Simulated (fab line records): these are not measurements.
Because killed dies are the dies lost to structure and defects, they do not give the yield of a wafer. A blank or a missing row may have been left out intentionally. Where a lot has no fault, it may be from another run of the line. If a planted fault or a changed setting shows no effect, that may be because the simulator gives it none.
fab line records	flow n5-finfet
record lots=5	wafers=15	last-day=17
route steps=1938 shown BEOL_M12@1638 BEOL_M13@1659 PASSIVATION@1936
lots that met no fault: taken from a fault-free run of the same line
start-h: hours from the record's first day to the start of the lot's first wafer shown	wait-h: time in hours since the lot's previous step	" identical to the entry in the row above	L1.1+2: a single row standing in for several wafers	- either no value or no given start	* or withheld: withheld	< > ~ a bound
route shown NAME@n: a module of which the file shows steps, and the number in the route of the first	usual: mean and standard deviation over wafers with no fault	same: alike in all rows	chamber/n: place in a boat	sites: the reading at each site	_std_site: their standard deviation	_edge_site: mean of outer sites minus mean of inner sites	radius-mm: for every site, how far away it sits from the centre of the wafer	mask NAME#n: copy n	behind: the most recent tool/chamber to have shaped the wafer	hold: reason for holding the lot/hours on hold/outcome of the hold	device: whichever transistor did not switch (one of n, p or np)	end of line: tests run on the same wafers once the route is complete	a step given without rows: its recipe and nothing more	killed: the dies lost at the first sort to structure and to defects; this is not the yield of the wafer	map: a wafer's dies, marking killed ones x, the rest . and places with no die _
set.NAME: setting as actually run; set.NAME@STEP: the setting as run at that earlier step	model.NAME: the simulator's own value behind a step, which no gauge read
lots at some steps of the route; a table a step, a row a wafer
services: from which hour (start-h, from the record's first day; less than 0 if before it) a tool's chamber was out of use, for how many hours, and why
## steps
# step N5_BEOL_M12_STRIP_69
# recipe chemistry=N2/H2	temp-c=40	n2-flow-sccm=200	h2-flow-sccm=200	rf-frequency-hz=6e+07
# step N5_BEOL_M12_TRENCH_ETCH_34
# recipe chemistry=C4F8/O2/Ar	target=SiOC	target-depth-a=3189.5	mask-material=SOC	pressure-mtorr=30	source-w=3000	bias-w=700	Ar_flow_sccm=400	C4F8_flow_sccm=15	O2_flow_sccm=8	he-inner-torr=15	he-outer-torr=30	time-s=125.5	ion-energy-ev=250
# step N5_BEOL_M12_STRIP_70
# recipe chemistry=C4F8/O2/Ar	resist=SiARC	rf-frequency-hz=6e+07
# step N5_BEOL_M12_OCD_MEAS_35
# usual trench-depth-nm=320/5.4
lot.wafer	tool	chamber	start-h	wait-h	trench-depth-nm
L950.3	ocd-02	-	234.43	0.0	324
L950.5	"	-	"	"	315
L950.6	"	-	"	"	324
L955.3	ocd-01	-	272.05	0.0	322
L955.4	"	-	"	"	316
L955.5	"	-	"	"	316
L958.1	ocd-02	-	284.23	0.0	325
L958.3	"	-	"	"	316
L958.4	"	-	"	"	313
L959.3	ocd-01	-	301.01	0.0	314
L959.4	"	-	"	"	311
L959.6	"	-	"	"	316
L970.1	ocd-02	-	367.85	0.0	324
L970.2	"	-	"	"	325
L970.4	"	-	"	"	323
# step N5_BEOL_M12_STRIP_37
# recipe chemistry=N2/H2	power-w=1000	temp-c=250	h2-frac=0.65	overash-fraction=0.3	pressure-mtorr=withheld	n2-flow-sccm=1750	h2-flow-sccm=3250
# step N5_BEOL_M12_ETCH_38
# recipe chemistry=CF4/N2	target=SiCN	target-depth-a=687	taper-deg=2	time-s=73.4	ion-energy-ev=150	mask-material=SiO2	pressure-mtorr=40	source-w=430	bias-w=70	Ar_flow_sccm=100	cf4-flow-sccm=60	n2-flow-sccm=60
# usual drypump-motor-current-A=5.7/0.42	oes-product-au=0.82/0.084	rf-vpp-V=382.7/1.9	showerhead-plenum-p-Torr=2.23/0.066	throttle-valve-pct=15.43/0.22
lot.wafer	tool	chamber	start-h	wait-h	drypump-motor-current-A	oes-product-au	rf-hours-counter-h	rf-vpp-V	showerhead-plenum-p-Torr	throttle-valve-pct
L950.3	rie-diel-03	3	235.41	-	6.2	0.82	102	384.4	2.23	15.28
L950.5	"	1	"	"	6.2	0.71	-	382.6	2.18	16.03
L950.6	"	3	"	"	6.2	0.82	-	383.4	2.23	15.29
L955.3	rie-diel-03	2	277.31	-	5.5	0.73	173	385.0	2.29	15.60
L955.4	"	0	"	"	5.4	0.96	17	385.4	2.34	15.12
L955.5	"	1	"	"	6.2	0.97	-	381.3	2.18	15.56
L958.1	rie-diel-02	3	285.58	-	5.1	0.78	98	383.1	2.23	15.44
L958.3	"	0	"	"	5.2	0.87	63	381.5	2.15	15.34
L958.4	"	2	"	"	5.7	0.82	87	381.3	2.14	15.48
L959.3	rie-diel-03	1	305.52	-	6.2	0.93	17	380.9	2.18	15.60
L959.4	"	3	"	"	6.2	0.79	130	382.5	2.22	15.37
L959.6	"	2	"	"	5.5	0.72	-	383.5	2.29	15.63
L970.1	rie-diel-03	3	370.06	-	6.2	0.77	155	381.0	2.21	15.40
L970.2	"	2	"	"	5.5	0.71	206	383.7	2.28	15.68
L970.4	"	0	"	"	5.4	0.90	-	385.0	2.33	15.19
# step N5_BEOL_M12_PRECLEAN_39
# recipe chemistry=residue-remover	time-s=60	temp-c=40
# step N5_BEOL_M12_SRD_40
# recipe time-s=30	temp-c=23	rinse-liquid=diw	dry=n2-spin	spin-rpm=1500	dry-time-s=30
# step N5_BEOL_M12_DEGAS_41
# recipe ambient=vacuum	temp-c=250	time-s=60
# usual heater-power-w=338/35	susceptor-temp-C=249.99/0.18
lot.wafer	tool	chamber	start-h	wait-h	heater-power-w	susceptor-temp-C
L950.3	pvd-sputter-01	-	237.83	2.3	329	249.91
L950.5	"	-	"	"	373	250.12
L950.6	"	-	"	"	324	250.11
L955.3	pvd-sputter-03	-	277.81	0.3	308	250.09
L955.4	"	-	"	"	353	250.21
L955.5	"	-	"	"	301	249.95
L958.1	pvd-sputter-03	-	285.99	0.2	284	250.20
L958.3	"	-	"	"	348	250.08
L958.4	"	-	"	"	314	249.90
L959.3	pvd-sputter-03	-	305.94	0.2	286	250.04
L959.4	"	-	"	"	303	250.17
L959.6	"	-	"	"	288	250.07
L970.1	pvd-sputter-02	-	370.54	0.3	297	250.26
L970.2	"	-	"	"	309	249.98
L970.4	"	-	"	"	346	249.82
# step N5_BEOL_M12_PRE_CLEAN_42
# recipe gas=H2/He	time-s=30	temp-c=250
# step N5_BEOL_M12_SPUTTER_43
# recipe material=TaN	target-thk-a=150	temp-c=50	bias-v=168.6	power-w=15000	chamber-pressure-pa=0.12	time-s=24.19
# usual susceptor-temp-C=50.01/0.13	throttle-valve-pct=30.3/1.1
lot.wafer	tool	chamber	start-h	wait-h	susceptor-temp-C	throttle-valve-pct
L950.3	pvd-sputter-01	-	237.91	0.0	50.14	30.6
L950.5	"	-	"	"	50.09	30.3
L950.6	"	-	"	"	50.05	30.7
L955.3	pvd-sputter-03	-	277.89	0.0	49.86	30.1
L955.4	"	-	"	"	50.18	28.8
L955.5	"	-	"	"	49.99	30.2
L958.1	pvd-sputter-03	-	286.07	0.0	49.73	30.1
L958.3	"	-	"	"	49.94	29.1
L958.4	"	-	"	"	50.09	30.2
L959.3	pvd-sputter-03	-	306.02	0.0	49.80	30.1
L959.4	"	-	"	"	49.98	29.5
L959.6	"	-	"	"	49.85	30.4
L970.1	pvd-sputter-02	-	370.62	0.0	50.29	28.7
L970.2	"	-	"	"	49.91	29.3
L970.4	"	-	"	"	50.30	30.1
# step N5_BEOL_M12_SPUTTER_44
# recipe material=Ta	target-thk-a=100	temp-c=50	bias-v=80	power-w=15000	chamber-pressure-pa=0.07	time-s=16.13
# step N5_BEOL_M12_SPUTTER_45
# recipe material=Cu	target-thk-a=800	temp-c=-20	bias-v=60	power-w=26000	chamber-pressure-pa=0.13	time-s=13.33
# usual susceptor-temp-C=-19.99/0.1	throttle-valve-pct=30.3/1.1
lot.wafer	tool	chamber	start-h	wait-h	susceptor-temp-C	throttle-valve-pct
L950.3	pvd-sputter-01	-	238.07	0.0	-19.92	30.6
L950.5	"	-	"	"	-19.96	30.1
L950.6	"	-	"	"	-19.73	30.9
L955.3	pvd-sputter-03	-	278.05	0.0	-20.05	30.4
L955.4	"	-	"	"	-20.05	29.1
L955.5	"	-	"	"	-20.04	30.4
L958.1	pvd-sputter-03	-	286.23	0.0	-19.99	30.0
L958.3	"	-	"	"	-19.90	29.1
L958.4	"	-	"	"	-20.07	30.2
L959.3	pvd-sputter-03	-	306.18	0.0	-19.95	30.2
L959.4	"	-	"	"	-19.88	29.8
L959.6	"	-	"	"	-19.81	30.3
L970.1	pvd-sputter-02	-	370.78	0.0	-19.81	28.9
L970.2	"	-	"	"	-20.04	29.2
L970.4	"	-	"	"	-20.13	30.1
# step N5_BEOL_M12_ECD_47
# recipe material=Cu	target-thk-a=7200
# step N5_BEOL_M12_ANNEAL_48
# recipe temp-c=225	time-s=90	ambient=N2
# step N5_BEOL_M12_CMP_49
# recipe stop-on=SiOC	t-overpolish-s=20.6	down-force-psi=1	platen-rpm=50	clearing-platen-down-force-psi=1.5	clearing-platen-rpm=50	post-cmp-clean=cu-alkaline	target-thk-nm=320	clearing-platen-pad-velocity-m-s=0.99484	pad-velocity-m-s=0.99484
# step N5_BEOL_M12_PRE_CLEAN_52
# recipe gas=NH3	time-s=15	temp-c=withheld	rf-power-w=300
# step N5_BEOL_M12_DEP_53
# recipe material=SiCN	target-thk-a=300	temp-c=withheld	precursor=3MS/NH3	pressure-torr=3	rf-w=675	time-s=10.5
# step N5_BEOL_M12_RS_MEAS_54
# recipe thk-meas-gauge=four-point-probe	reads=Cu_of_BEOL_M12_ECD_47+Ta_of_BEOL_M12_SPUTTER_44+TaN_of_BEOL_M12_SPUTTER_43
# usual M12_RS=0.0598/0.001
lot.wafer	tool	chamber	start-h	wait-h	M12_RS[ohm/sq]
L950.3	film-metro-01	-	239.26	0.0	0.0595
L950.5	"	-	"	"	0.0612
L950.6	"	-	"	"	0.0593
L955.3	film-metro-01	-	279.48	0.0	0.0593
L955.4	"	-	"	"	0.0604
L955.5	"	-	"	"	0.0605
L958.1	film-metro-02	-	287.69	0.0	0.0590
L958.3	"	-	"	"	0.0609
L958.4	"	-	"	"	0.0611
L959.3	film-metro-01	-	307.16	0.0	0.0611
L959.4	"	-	"	"	0.0611
L959.6	"	-	"	"	0.0601
L970.1	film-metro-01	-	371.95	0.0	0.0591
L970.2	"	-	"	"	0.0589
L970.4	"	-	"	"	0.0596
# step N5_BEOL_M13_ILD_DEP_00
# recipe material=SiOC	target-thk-a=8379.2	temp-c=350	precursor=DEMS/O2	pressure-torr=5	rf-w=500	time-s=166.4
# usual heater-power-w=508/65	showerhead-plenum-p-Torr=5.689/0.016	showerhead-vpp-V=1351/30	susceptor-temp-C=350.04/0.23	throttle-valve-pct=11.8/0.73
lot.wafer	tool	chamber	start-h	wait-h	heater-power-w	showerhead-plenum-p-Torr	showerhead-vpp-V	susceptor-temp-C	throttle-valve-pct
L950.3	pecvd-01	0	239.32	0.0	496	5.690	1351	350.09	12.8
L950.5	"	0	"	"	412	5.699	1357	350.46	12.8
L950.6	"	1	"	"	528	5.712	1330	350.16	11.3
L955.3	pecvd-01	2	279.54	0.0	621	5.676	1379	350.26	11.1
L955.4	"	0	"	"	477	5.684	1370	350.11	12.8
L955.5	"	1	"	"	491	5.712	1297	349.70	11.5
L958.1	pecvd-03	0	287.75	0.0	467	5.676	1307	350.13	11.9
L958.3	"	1	"	"	476	5.707	1384	349.86	12.0
L958.4	"	0	"	"	498	5.683	1313	349.56	12.2
L959.3	pecvd-01	2	307.22	0.0	534	5.668	1369	349.94	11.2
L959.4	"	1	"	"	440	5.712	1333	349.88	11.7
L959.6	"	2	"	"	582	5.669	1392	350.17	11.1
L970.1	pecvd-03	2	372.02	0.0	547	5.691	1323	350.29	10.5
L970.2	"	1	"	"	424	5.695	1364	350.15	11.8
L970.4	"	1	"	"	450	5.710	1340	349.99	12.0
# step N5_BEOL_M13_THK_MEAS_01
# recipe reads=SiOC_of_BEOL_M13_ILD_DEP_00
# usual M13_ILD_THK=837/10
lot.wafer	tool	chamber	start-h	wait-h	M13_ILD_THK[nm]
L950.3	film-metro-01	-	239.48	0.1	838
L950.5	"	-	"	"	845
L950.6	"	-	"	"	836
L955.3	film-metro-01	-	279.70	0.1	842
L955.4	"	-	"	"	849
L955.5	"	-	"	"	831
L958.1	film-metro-02	-	287.90	0.1	832
L958.3	"	-	"	"	827
L958.4	"	-	"	"	842
L959.3	film-metro-02	-	307.38	0.1	842
L959.4	"	-	"	"	844
L959.6	"	-	"	"	856
L970.1	film-metro-02	-	372.17	0.1	814
L970.2	"	-	"	"	812
L970.4	"	-	"	"	833
# step N5_BEOL_M13_COAT_58
# recipe resist=BARC	temp-c=205	time-s=60	spin-rpm=1500	resist-thk-nm=89
# step N5_BEOL_M13_COAT_04
# recipe spin-rpm=1625	resist-thk-nm=400
# step N5_BEOL_M13_EBR_06
# recipe solvent=PGMEA	ebr-width-mm=1.5
# step N5_BEOL_M13_SOFTBAKE_05
# recipe temp-c=130	time-s=60
# step N5_BEOL_M13_EXPOSE_07
# recipe mask-id=V12	na=0.93	source-shape=conventional	sigma-outer=0.6	polarization=unpolarized	attpsm-phase-deg=180	dose-mj=24.8
# step N5_BEOL_M13_PEB_08
# recipe peb-temp-c=130	peb-time-s=90
# step N5_BEOL_M13_DEVELOP_09
# recipe develop-time-s=45	rinse-liquid=diw	dry=air-spin	dev-temp-c=21
# step N5_BEOL_M13_HARDBAKE_14
# recipe temp-c=130	time-s=120
# step N5_BEOL_M13_CD_MEAS_10
# recipe target-cd-nm=190	landing-energy-ev=500	detector=se-inlens	polarity=opening
# usual cd-nm=189.7/1.5
lot.wafer	tool	chamber	start-h	wait-h	cd-nm
L950.3	cd-sem-02	0	239.78	-	188.4
L950.5	"	0	"	"	190.1
L950.6	"	0	"	"	190.5
L955.3	cd-sem-01	0	280.14	-	192.6
L955.4	"	0	"	"	192.6
L955.5	"	0	"	"	191.7
L958.1	cd-sem-02	0	288.33	-	191.9
L958.3	"	0	"	"	190.4
L958.4	"	0	"	"	190.2
L959.3	cd-sem-01	0	307.82	-	188.9
L959.4	"	0	"	"	189.3
L959.6	"	0	"	"	190.2
L970.1	cd-sem-02	0	372.47	-	188.5
L970.2	"	0	"	"	187.7
L970.4	"	0	"	"	187.7
# step N5_BEOL_M13_OVL_MEAS_11
# recipe points-per-wafer=44
# usual V12_OVL=-1/5.8
lot.wafer	tool	chamber	start-h	wait-h	V12_OVL[nm]
L950.3	overlay-01	0	239.81	0.0	-1
L950.5	"	0	"	"	-2
L950.6	"	0	"	"	-6
L955.3	overlay-02	0	280.17	0.0	-15
L955.4	"	0	"	"	0
L955.5	"	0	"	"	-6
L958.1	overlay-01	0	288.36	0.0	-1
L958.3	"	0	"	"	5
L958.4	"	0	"	"	4
L959.3	overlay-02	0	307.84	0.0	7
L959.4	"	0	"	"	8
L959.6	"	0	"	"	11
L970.1	overlay-01	0	372.50	0.0	5
L970.2	"	0	"	"	6
L970.4	"	0	"	"	7
# step N5_BEOL_M13_DESCUM_15
# recipe chemistry=O2	time-s=7.9	source-power-w=50	bias-power-w=20	pressure-mtorr=20	rf-frequency-hz=2.712e+07	temp-c=40	o2-flow-sccm=225
# step N5_BEOL_M13_ETCH_59
# recipe chemistry=N2/H2	target=BARC	target-depth-a=890	overetch-a=267	time-s=67.9	ion-energy-ev=200	pressure-mtorr=30	source-w=840	bias-w=150	n2-flow-sccm=200	h2-flow-sccm=200
# usual drypump-motor-current-A=5.7/0.43	oes-product-au=0.66/0.078	rf-vpp-V=524.1/2.4	showerhead-plenum-p-Torr=2.55/0.08	throttle-valve-pct=17.89/0.24
lot.wafer	tool	chamber	start-h	wait-h	drypump-motor-current-A	oes-product-au	rf-hours-counter-h	rf-vpp-V	showerhead-plenum-p-Torr	throttle-valve-pct
L950.3	rie-diel-04	3	240.16	0.0	5.4	0.73	76	523.2	2.49	17.89
L950.5	"	0	"	"	6.6	0.68	-	527.7	2.66	18.14
L950.6	"	1	"	"	6.6	0.60	-	522.0	2.50	17.59
L955.3	rie-diel-01	3	280.26	0.0	5.5	0.59	238	524.6	2.61	17.95
L955.4	"	3	"	"	5.5	0.59	-	526.4	2.61	17.94
L955.5	"	0	"	"	5.2	0.78	-	526.5	2.59	17.59
L958.1	rie-diel-01	1	288.89	0.0	5.6	0.59	217	523.6	2.53	18.21
L958.3	"	3	"	"	5.4	0.58	241	526.3	2.61	17.95
L958.4	"	0	"	"	5.3	0.78	-	524.9	2.59	17.58
L959.3	rie-diel-01	2	307.94	0.0	5.5	0.83	0	525.0	2.62	17.87
L959.4	"	1	"	"	5.6	0.59	226	523.0	2.52	18.23
L959.6	"	1	"	"	5.6	0.58	-	522.8	2.52	18.23
L970.1	rie-diel-04	3	372.81	0.0	5.4	0.69	117	520.5	2.47	17.93
L970.2	"	1	"	"	6.5	0.59	234	521.8	2.49	17.65
L970.4	"	2	"	"	5.6	0.61	196	523.1	2.54	17.68
# step N5_BEOL_M13_VIA_ETCH_16
# recipe chemistry=C4F8/O2/Ar	target=SiOC	pressure-mtorr=30	source-w=3000	bias-w=700	Ar_flow_sccm=400	C4F8_flow_sccm=15	O2_flow_sccm=8	he-inner-torr=15	he-outer-torr=30	target-depth-a=9217	time-s=withheld	ion-energy-ev=250	ends=cleared
# step N5_BEOL_M13_STRIP_63
# recipe chemistry=N2/H2	power-w=1000	temp-c=250	h2-frac=0.65	overash-fraction=0.3	pressure-mtorr=1000	n2-flow-sccm=1750	h2-flow-sccm=3250
# step N5_BEOL_M13_STRIP_64
# recipe chemistry=N2/H2	power-w=1000	temp-c=250	h2-frac=0.65	overash-fraction=0.3	pressure-mtorr=withheld	n2-flow-sccm=1750	h2-flow-sccm=3250
# step N5_BEOL_M13_STRIP_71
# recipe chemistry=post-etch-residue-remover	time-s=60	temp-c=25	remover-ph=withheld	remover-water-wt-pct=withheld	remover-fluoride-wt-pct=withheld
# step N5_BEOL_M13_SRD_72
# recipe time-s=30	temp-c=23	rinse-liquid=diw	dry=n2-spin	spin-rpm=1500	dry-time-s=30
# step N5_BEOL_M13_CD_MEAS_17
# recipe target-cd-nm=190	polarity=opening
# usual cd-nm=189.8/1.8
lot.wafer	tool	chamber	start-h	wait-h	cd-nm
L950.3	cd-sem-03	-	240.69	0.0	189.5
L950.5	"	-	"	"	190.5
L950.6	"	-	"	"	190.0
L955.3	cd-sem-02	-	280.76	0.0	191.4
L955.4	"	-	"	"	191.1
L955.5	"	-	"	"	191.9
L958.1	cd-sem-02	-	289.39	0.0	191.7
L958.3	"	-	"	"	189.5
L958.4	"	-	"	"	191.2
L959.3	cd-sem-01	-	308.43	0.0	189.3
L959.4	"	-	"	"	190.2
L959.6	"	-	"	"	191.3
L970.1	cd-sem-02	-	373.31	0.0	188.2
L970.2	"	-	"	"	188.6
L970.4	"	-	"	"	186.9
# step N5_PASSIVATION_PROBE_49
# usual defect-limited-yield=91.0/1.4	killed_at_M0_to_M3=35/10	killed_at_M4_up=13/6	killed-at-contacts=13/6.4	killed-at-front-end=42/12	killed-at-other=3.2/2.4	killed-dies=107/17	killed-on-rim=15/4.1	killed-open=69/13	killed-short=33/7.3	sort_bin_5_function=5.3/0.92	sort_bin_6_memory=3.3/0.66	sort-n-pass=1073/17	sort-yield-pct=90.9/1.4
# same gross-dies=1180	killed-at-back-side=0	sort_bin_4_leakage[%]=0	sort_bin_8_speed[%]=0
lot.wafer	tool	chamber	start-h	wait-h	defect-limited-yield[%]	killed_at_M0_to_M3	killed_at_M4_up	killed-at-contacts	killed-at-front-end	killed-at-other	killed-dies	killed-on-rim	killed-open	killed-short	sort_bin_5_function[%]	sort_bin_6_memory[%]	sort-n-pass	sort-yield-pct[%]
L950.3	prober-01	-	273.85	0.1	90.1	19	15	27	53	3	117	17	70	45	6.4	3.3	1063	90.1
L950.5	prober-01	-	273.95	0.2	89.2	37	9	23	54	5	128	13	70	48	6.9	3.5	1052	89.2
L950.6	prober-01	-	274.00	0.3	90.0	50	5	14	47	2	118	21	73	42	5.2	4.5	1062	90.0
L955.3	prober-01	-	312.51	0.1	89.6	41	13	13	54	2	123	15	79	39	5.8	4.2	1057	89.6
L955.4	prober-01	-	312.56	0.2	89.7	32	18	19	50	2	121	15	79	36	6.1	3.7	1059	89.7
L955.5	prober-01	-	312.61	0.2	87.3	32	18	31	64	5	150	21	92	42	7.6	3.9	1030	87.3
L958.1	prober-02	-	319.16	0.0	89.8	43	10	16	49	2	120	9	83	32	6.4	3.4	1060	89.8
L958.3	prober-02	-	319.26	0.1	90.5	40	18	7	42	5	112	18	71	35	5.1	3.8	1068	90.5
L958.4	prober-02	-	319.31	0.2	91.3	27	12	14	47	3	103	15	67	31	4.9	3.7	1077	91.3
L959.3	prober-01	-	337.82	0.1	83.1	21	124	20	32	3	200	31	66	37	9.8	3.8	980	83.1
L959.4	prober-01	-	337.87	0.2	90.3	27	10	24	51	2	114	20	77	32	6.4	3.1	1066	90.3
L959.6	prober-01	-	337.97	0.3	83.1	19	121	16	41	2	199	34	72	30	10.3	3.4	981	83.1
L970.1	prober-01	-	404.93	0.0	91.4	41	17	12	30	2	102	17	65	34	5.1	3.2	1078	91.4
L970.2	prober-01	-	404.98	0.1	92.1	26	17	13	37	0	93	14	67	26	3.7	3.8	1087	92.1
L970.4	prober-01	-	405.08	0.2	90.2	44	10	14	48	0	116	11	79	33	5.7	3.6	1064	90.2
# killed by level:class
L950.3 MOL_CONTACT_COAG:geometric-particle:open=21 FIN_SAQP:geometric-particle:short=12 FIN_SAQP:geometric-particle:open=8 STI_FIN_REVEAL:geometric-particle:open=7 ILD0:geometric-particle:short=5 MOL_CONTACT_COAG:geometric-particle:short=5 BEOL_M4:geometric-particle:open=5 STARTING-WAFER:geometric-particle:short=5
L950.5 FIN_SAQP:geometric-particle:short=21 MOL_CONTACT_COAG:geometric-particle:open=17 FIN_SAQP:geometric-particle:open=12 BEOL_M0_SAQP:geometric-particle:open=10 BEOL_M0_SAQP:geometric-particle:short=9 STI_FIN_REVEAL:geometric-particle:open=5 MOL_CONTACT_COAG:geometric-particle:short=5 BEOL_M3:geometric-particle:open=5
L950.6 BEOL_M0_SAQP:geometric-particle:short=15 FIN_SAQP:geometric-particle:open=12 BEOL_M0_SAQP:geometric-particle:open=12 MOL_CONTACT_COAG:geometric-particle:open=11 FIN_SAQP:geometric-particle:short=10 BEOL_M3:geometric-particle:open=10 DUMMY_GATE:geometric-particle:open=7 BEOL_M3:geometric-particle:short=5
L955.3 FIN_SAQP:geometric-particle:open=20 BEOL_M3:geometric-particle:open=15 MOL_CONTACT_COAG:geometric-particle:open=11 FIN_SAQP:geometric-particle:short=10 GATE_CUT:geometric-particle:open=5 GATE_CUT:geometric-particle:short=5 BEOL_M0_SAQP:geometric-particle:short=5 BEOL_M3:geometric-particle:short=5
L955.4 FIN_SAQP:geometric-particle:open=19 MOL_CONTACT_COAG:geometric-particle:open=14 FIN_SAQP:geometric-particle:short=9 BEOL_M4:geometric-particle:open=9 BEOL_M0_SAQP:geometric-particle:open=8 BEOL_M0_SAQP:geometric-particle:short=8 GATE_CUT:geometric-particle:open=6 MOL_CONTACT_COAG:geometric-particle:short=5
L955.5 MOL_CONTACT_COAG:geometric-particle:open=21 FIN_SAQP:geometric-particle:open=19 FIN_SAQP:geometric-particle:short=14 BEOL_M4:geometric-particle:open=8 MOL_CONTACT_COAG:geometric-particle:short=7 BEOL_M3:geometric-particle:open=7 BEOL_M0_SAQP:geometric-particle:open=6 STARTING-WAFER:geometric-particle:open=6
L958.1 MOL_CONTACT_COAG:geometric-particle:open=16 STI_FIN_REVEAL:geometric-particle:open=15 BEOL_M3:geometric-particle:open=12 FIN_SAQP:geometric-particle:short=8 BEOL_M1:geometric-particle:open=8 BEOL_M0_SAQP:geometric-particle:short=6 GATE_CUT:geometric-particle:short=6 GATE_CUT:geometric-particle:open=6
L958.3 STI_FIN_REVEAL:geometric-particle:open=9 BEOL_M2:geometric-particle:open=9 BEOL_M0_SAQP:geometric-particle:open=8 FIN_SAQP:geometric-particle:short=7 GATE_CUT:geometric-particle:short=7 BEOL_M0_SAQP:geometric-particle:short=7 MOL_CONTACT_COAG:geometric-particle:open=6 BEOL_M3:geometric-particle:open=6
L958.4 STI_FIN_REVEAL:geometric-particle:open=13 MOL_CONTACT_COAG:geometric-particle:open=10 FIN_SAQP:geometric-particle:short=8 BEOL_M2:geometric-particle:open=8 FIN_SAQP:geometric-particle:open=6 GATE_CUT:geometric-particle:open=6 BEOL_M0_SAQP:geometric-particle:short=6 DUMMY_GATE:geometric-particle:open=4
L959.3 BEOL_M12:unspecified=93 BEOL_M4:geometric-particle:open=17 MOL_CONTACT_COAG:geometric-particle:open=15 BEOL_M0_SAQP:geometric-particle:short=11 ILD0:geometric-particle:open=7 BEOL_M0_SAQP:geometric-particle:open=6 ILD0:geometric-particle:short=5 MOL_CONTACT_COAG:geometric-particle:short=5
L959.4 MOL_CONTACT_COAG:geometric-particle:open=19 FIN_SAQP:geometric-particle:open=12 DUMMY_GATE:geometric-particle:open=10 ILD0:geometric-particle:open=7 BEOL_M0_SAQP:geometric-particle:open=7 BEOL_M0_SAQP:geometric-particle:short=7 BEOL_M3:geometric-particle:open=6 BEOL_M8:geometric-particle:open=5
L959.6 BEOL_M12:unspecified=94 BEOL_M4:geometric-particle:open=18 MOL_CONTACT_COAG:geometric-particle:open=13 FIN_SAQP:geometric-particle:open=7 FIN_SAQP:geometric-particle:short=7 DUMMY_GATE:geometric-particle:open=6 STI_FIN_REVEAL:geometric-particle:open=6 BEOL_M0_SAQP:geometric-particle:short=6
L970.1 BEOL_M0_SAQP:geometric-particle:open=19 BEOL_M0_SAQP:geometric-particle:short=11 DUMMY_GATE:geometric-particle:open=10 MOL_CONTACT_COAG:geometric-particle:open=9 FIN_SAQP:geometric-particle:short=5 BEOL_M4:geometric-particle:open=5 STARTING-WAFER:geometric-particle:short=4 FIN_SAQP:geometric-particle:open=3
L970.2 MOL_CONTACT_COAG:geometric-particle:open=9 BEOL_M0_SAQP:geometric-particle:open=8 BEOL_M3:geometric-particle:open=8 FIN_SAQP:geometric-particle:open=7 STI_FIN_REVEAL:geometric-particle:open=7 BEOL_M4:geometric-particle:open=7 FIN_SAQP:geometric-particle:short=5 BEOL_M0_SAQP:geometric-particle:short=5
L970.4 FIN_SAQP:geometric-particle:open=22 BEOL_M0_SAQP:geometric-particle:open=18 BEOL_M0_SAQP:geometric-particle:short=14 MOL_CONTACT_COAG:geometric-particle:open=11 DUMMY_GATE:geometric-particle:open=8 FIN_SAQP:geometric-particle:short=6 BEOL_M4:geometric-particle:open=4 MOL_CONTACT_COAG:geometric-particle:short=3
# map L959.3 (x killed, . not)
_________________.x......xxxx________________
______________......x...xxxxxxxx_____________
___________.......x....xxxxxxxxxxxx__________
__________...x.........xxxxxxxxxxxxx_________
________xx..........x.xxxxxxxxxxxxxxxx_______
_______.............x....xxxxxxxxxxxx.x______
______......x.x.........x.xxxxxxxxxxx..._____
_____xx..........x..x....x.xxxxxxxxxxx...____
____...x.x..............xxx.xxxxx.x.x...x.___
___..........................x.............__
___.......xx.x...x..x........x....x........__
__....................x...............x...x._
__...........x.....x................x....x.x_
_............x..........x....................
_...x...........................xx...........
_..........x............x.........x......x...
_...x.....x..x.............xx................
_.....x.x...................................x
_........x............x............x...x.....
_.................x........x.................
_........x........x..x.....x...xxx...x.......
__..x...x...............x.............x....._
__....xx............x.....x..x.............x_
___..................................x.....__
___........x.................x..........x..__
____..x...x.....x...................xx....___
_____............x.......x...............____
______x...x............x...x............_____
_______............................x.x.______
________....x................x......x._______
__________....xx..x...x............._________
___________....x............x......__________
______________.................._____________
_________________............________________
# map L958.1 (x killed, . not)
_________________.......x....________________
______________.................._____________
___________x.....................x.__________
__________..x......x..x............._________
________............x..x.x......x....._______
_______............x...........x.......______
______..x....x......x..x..........x....._____
_____..........x..............x..........____
____x................xx..........x........___
___....................x..x..x.............__
___...............x.......x.x....x.........__
__..x.......x.......x............x.........._
__.x..........xx.....x.x...................._
_.......x...........x.................x......
_.x..x..x....................................
_.......x.x.........................x........
_.x............xx....x..x.x...x........x.....
_..........x.x...x.x..x.x........x........x..
_................x......x....x...............
_.....x......................................
_..........x..x...x.x...............x.x......
__x.x.......x......................x.....x.._
__........x.....x..x..............x........._
___.......x.xx....x....x.............x.....__
___.....x..x........x..x...................__
____..........x...x..........x....x....x.x___
_____.......xx....x..........x...x.......____
______................x...x..x.........._____
_______x.x.....x....................x..______
________........x....................._______
__________.........x................_________
___________.........x.........x....__________
______________....xx.......x...x_____________
_________________..x.........________________
## services
tool	chamber	start-h	hours	kind
pecvd-01	1	214.61	5.5	scheduled-down
rie-diel-04	-	219.11	0.4	repair
rie-diel-03	0	221.15	-	clean
rie-diel-03	0	221.15	-	consumable-replace:focus-ring
rie-diel-03	0	221.15	-	consumable-replace:showerhead
rie-diel-03	0	221.15	18.5	scheduled-down
rie-diel-03	0	221.15	18.5	vent-cycle
pecvd-01	-	229.03	2.8	pm
pecvd-03	-	237.63	2.8	pm
rie-diel-03	1	239.65	-	clean
rie-diel-03	1	239.65	-	consumable-replace:focus-ring
rie-diel-03	1	239.65	15.2	scheduled-down
rie-diel-03	1	239.65	15.2	vent-cycle
pecvd-03	-	242.42	0.2	repair
pecvd-01	-	249.04	1.0	repair
rie-diel-03	1	272.43	3.8	repair
pecvd-01	-	292.99	1.4	repair
pecvd-01	2	323.79	6.3	repair
rie-diel-01	3	333.67	1.7	repair
rie-diel-01	-	342.24	0.3	repair
rie-diel-01	-	354.16	0.9	repair
rie-diel-03	1	356.01	2.6	repair
rie-diel-03	1	368.38	5.3	repair
rie-diel-01	0	371.81	12.2	repair
## key
first-sign step=N5_PASSIVATION_PROBE_49	reading=killed_at_M4_up	direction=up	sigmas=18	usual=13	struck=122
effect step=N5_PASSIVATION_PROBE_49	reading=killed-dies	direction=up	sigmas=5.6	usual=107	struck=200
more-kills-born-at N5_BEOL_M12_SPUTTER_45@pvd-sputter-03=187
met-at N5_BEOL_M12_SPUTTER_45
struck-wafers L959.3,L959.6
onset-between 286.23 306.18
fault kind=chamber-particle-source	tool=pvd-sputter-03	chamber=-	onset-h=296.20	steps=N5_BEOL_M12_SPUTTER_45	rate-per-visit-cm2=1.7662	end-h=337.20	scope=struck-wafers-only
